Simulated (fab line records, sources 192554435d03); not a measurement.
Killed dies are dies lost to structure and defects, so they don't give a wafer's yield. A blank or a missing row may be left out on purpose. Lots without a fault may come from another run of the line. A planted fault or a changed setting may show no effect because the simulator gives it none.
Problem report in the 8D (eight disciplines) form, filled by code | flow n5_finfet | the parts of the form that need people (team, actions taken, sign-off) are left out

1. THE PROBLEM
bias_w at N5_BEOL_M3_ETCH_70 reads a mean of 157.4 W on 9 wafers of 3 lots; wafers without a fault read 150.0 W with a standard deviation of 0.46. That is +16 standard deviations from the usual mean.
The step: etches SOC in N2/H2, target depth 80 nm, overetch 16 nm, time 120 s.
First seen on wafer L681.3, day 9 06:43, on rie_diel-01. The record holds 24 wafers of 8 lots with a number at this step. Rule for "out", or "out of limits": more than 4 standard deviations from the usual mean. The other wafers with a number count as sound.

2. WHAT IT IS AND WHAT IT IS NOT
question                    | is                     | is not
which readings at this step | bias_w, rf_vpp_V       | drypump_motor_current_A, oes_product_au, showerhead_plenum_p_Torr, throttle_valve_pct
which lots                  | L681, L683, L685       | L675, L678, L693, L695, L696
which wafers of those lots  | all that have a number | -
read on which tools         | rie_diel-01            | rie_diel-03
when                        | from day 9 06:43       | up to then (6 sound wafers); but 9 sound wafers of L693, L695, L696 came after

3. SUSPECTS, AND WHAT RULES EACH OUT
Counting: a tool at a process step up to the reading stays a suspect if it ran every lot that is out and no sound lot after the first of them.
- rie_diel-01 at N5_BEOL_M3_ETCH_70 (etches SOC in N2/H2, target depth 80 nm, overetch 16 nm, time 120 s): ruled out as a lasting fault. Sound lots L693, L696 ran on it after its first lot that is out, L681 (day 9 06:43).
Left after counting: nothing in the record.

4. THE CAUSE (what the simulator had put in)
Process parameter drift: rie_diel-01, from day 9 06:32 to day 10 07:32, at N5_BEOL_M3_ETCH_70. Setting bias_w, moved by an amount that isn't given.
Counting ruled it out, wrongly.

5. THE CHAIN OF EFFECTS, in route order
Each row: a reading whose mean over the struck wafers that have a number lies more than 3 standard deviations from the usual. Only readings for which the record gives a usual standard deviation are gone through. hours: the time from each lot's start at the first step in this table that gives one to its start at this step, as a median over the lots. sigmas: the change in usual standard deviations.
hours | step               | reading  | usual   | on struck wafers | change | sigmas
0     | N5_BEOL_M3_ETCH_70 | bias_w   | 150.0 W | 157.4            | +7.4   | +16
0     | N5_BEOL_M3_ETCH_70 | rf_vpp_V | 523.7 V | 540.1            | +16.4  | +6.6
The process steps in it:
- N5_BEOL_M3_ETCH_70: etches SOC in N2/H2, target depth 80 nm, overetch 16 nm, time 120 s.
Later measuring or inspecting steps at which every struck wafer that the step has a row for has a number for every such reading, and none has moved that far: N5_BEOL_M4_RC_MEAS_101.

6. WHAT WOULD HAVE CAUGHT IT SOONER
In this record the first reading out of limits was taken at day 9 06:43, 0 hours after the fault began at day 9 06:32.
